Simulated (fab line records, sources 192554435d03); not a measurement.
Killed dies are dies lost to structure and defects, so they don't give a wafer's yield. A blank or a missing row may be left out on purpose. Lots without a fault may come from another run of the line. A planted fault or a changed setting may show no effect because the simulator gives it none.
A struck lot beside a sound one | flow n5_finfet | 21 steps out of a route of 1938
Sound: wafers L517.1, L517.4, L517.5. Struck: wafers L513.3, L513.5. The cause comes at the end.
At each step with rows: each side's tool, then ch and its chambers, then its first start. Under that, the readings that differ: sound wafers | struck wafers | difference of the means | sigmas: that difference in standard deviations of wafers without a fault.
alike: readings whose means differ by less than 2 such deviations, and words and numbers that are the same on both sides. not compared: withheld readings, readings that some wafer has no value for, bounds like >300 that may hide the same value, and numbers for which the record gives no deviation and whose values overlap.
The two part at a step that has a row with sigmas, a row that says differs or no value, or rows on one side only. Numbers that don't overlap but have no deviation are shown without sigmas and don't part them. A reading that every wafer of one side lacks parts them only if that side has two wafers or more.

first, 9 steps without rows for these wafers: N5_FIN_SAQP_EBR_12; N5_FIN_SAQP_SOFTBAKE_11 (time 60 s); N5_FIN_SAQP_EXPOSE_13 (exposes mask FIN CORE, target cd 35.6 nm); N5_FIN_SAQP_PEB_14 (peb time 60 s); N5_FIN_SAQP_DEVELOP_15 (develop time 30 s); N5_FIN_SAQP_DESCUM_21 (chemistry O2, time 7.9 s); N5_FIN_SAQP_ETCH_51 (etches SiARC in CF4, target depth 45.5 nm, time 75.8 s); N5_FIN_SAQP_ETCH_52 (etches SOC in N2/H2, target depth 100 nm, overetch 20 nm, time 150 s); N5_FIN_SAQP_STRIP_53 (strips in N2/H2).
N5_FIN_SAQP_HM_OPEN_73: chemistry CHF3/O2, target SiO2, stops on a-Si, target depth 12 nm, time 16.8 s.
  sound on rie_diel-04 ch 0,1,2, day 6 10:46; struck on rie_diel-02 ch 1,3, day 5 10:16
  reading                                     | sound             | struck      | difference | sigmas
  drypump_motor_current_A (A)                 | 5.7 5.8 6.6       | 4.9 4.7     | -1.2       | -2
  model.SiARC_of_FIN_SAQP_COAT_50.thk_nm (nm) | 4.478 5.461 4.901 | 0 0         | -5         |
  model.SOC_of_FIN_SAQP_COAT_49.thk_nm (nm)   | 100 100.2 100.1   | 95.16 95.38 | -4.83      |
  model.a-Si_of_FIN_SAQP_PECVD_06.thk_nm (nm) | 59.65 60.23 61.21 | 56.11 57.21 | -3.70      |
  alike: bias_w, mfc_ar_sccm, oes_ar_750_au, oes_product_au, rf_fwd_power_W, rf_vpp_V, showerhead_plenum_p_Torr, throttle_valve_pct
  not compared: rf_hours_counter_h
then, 1 step without rows for these wafers: N5_FIN_SAQP_STRIP_74 (strips in CHF3/O2).
N5_FIN_SAQP_MANDREL_ETCH_22: etches a-Si in HBr/Cl2, stops on SiNx, target depth 60 nm, bt time 10 s, time 30 s.
  sound on rie_si-01 ch 1,2, day 6 10:52; struck on rie_si-05 ch 0, day 5 10:20
  reading                                   | sound             | struck      | difference | sigmas
  drypump_motor_current_A (A)               | 5.9 6.6 5.9       | 5.1 5.1     | -1.0       | -2
  oes_product_au (a.u.)                     | 0.774 0.744 0.784 | 0.737 0.725 | -0.036     | -3
  model.SOC_of_FIN_SAQP_COAT_49.thk_nm (nm) | 76.21 76.11 75.98 | 71.18 71.36 | -4.83      |
  model.etch.depth_nm (nm)                  | 59.65 60.23 61.21 | 56.11 57.21 | -3.70      |
  alike: bias_w, rf_fwd_power_W, throttle_valve_pct
  not compared: rf_hours_counter_h
then, 5 steps without rows for these wafers: N5_FIN_SAQP_STRIP_55 (strips in N2/H2); N5_FIN_SAQP_STRIP_23 (strips in SPM, time 750 s); N5_FIN_SAQP_SRD_66 (time 30 s); N5_FIN_SAQP_RECESS_75 (chemistry HF/NH3, target SiO2, target depth 14.4 nm, afs cycles 3, sublimation time 60 s); N5_FIN_SAQP_SPACER1_ALD_24 (deposits SiO2, target thk 20.3 nm, pulse time 1 s, purge time 2 s).
N5_FIN_SAQP_SPACER1_ETCHBACK_25: etches SiO2 in CHF3/O2, target depth 24.4 nm, time 12.2 s.
  sound on rie_diel-03 ch 1,2,3, day 6 12:23; struck on rie_diel-04 ch 2, day 5 13:41
  reading                                     | sound             | struck      | difference | sigmas
  bias_w (W)                                  | 169.5 169.7 169.1 | 170.9 170.2 | +1.1       | +2
  rf_fwd_power_W (W)                          | 647.3 645.5 645.6 | 651.4 652.2 | +5.7       | +3
  model.a-Si_of_FIN_SAQP_PECVD_06.thk_nm (nm) | 58.8 59.2 60.2    | 55.2 56.2   | -3.7       |
  alike: drypump_motor_current_A, mfc_ar_sccm, oes_ar_750_au, oes_product_au, rf_vpp_V, showerhead_plenum_p_Torr, throttle_valve_pct
  not compared: rf_hours_counter_h
then, 1 step without rows for these wafers: N5_FIN_SAQP_MANDREL1_REMOVE_56 (chemistry HBr/Cl2/O2, target a-Si, stops on SiNx, bt time 10 s).
-- the record jumps here: 6 days lie between the struck wafers' starts before and after (it left off in module FIN_SAQP and takes up again in module BEOL_M4, whose first step shown is number 1111 of the route) --
N5_BEOL_M4_RC_MEAS_101:
  sound on prober-02 ch 0, day 12 12:40; struck on prober-01 ch 0, day 11 06:44
  alike: DIBL_N, DIBL_P, IOFF_N, IOFF_P, ION_N, ION_P, SS_N, SS_P, VT_N, VT_P
-- the record jumps here: 4 days lie between the struck wafers' starts before and after (it left off in module BEOL_M4 and takes up again in module PASSIVATION, whose first step shown is number 1936 of the route) --
N5_PASSIVATION_PROBE_49:
  sound on prober-02, day 16 17:37; struck on prober-02, day 15 12:05
  alike: defect_limited_yield, killed_at_M0_to_M3, killed_at_M4_up, killed_at_contacts, killed_at_front_end, killed_at_other, killed_dies, killed_on_rim, killed_open, killed_short, sort_bin_5_function, sort_bin_6_memory, sort_n_pass, sort_yield_pct

WHERE THEY PART
First at N5_FIN_SAQP_HM_OPEN_73; last, within this record, at N5_FIN_SAQP_SPACER1_ETCHBACK_25. Later steps at which nothing parts them and some readings are alike: N5_BEOL_M4_RC_MEAS_101, N5_PASSIVATION_PROBE_49.

WHY: what the simulator had put in
Process parameter drift: rie_diel-02, from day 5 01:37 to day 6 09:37, at N5_FIN_SAQP_HM_OPEN_73. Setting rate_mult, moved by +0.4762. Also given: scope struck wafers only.
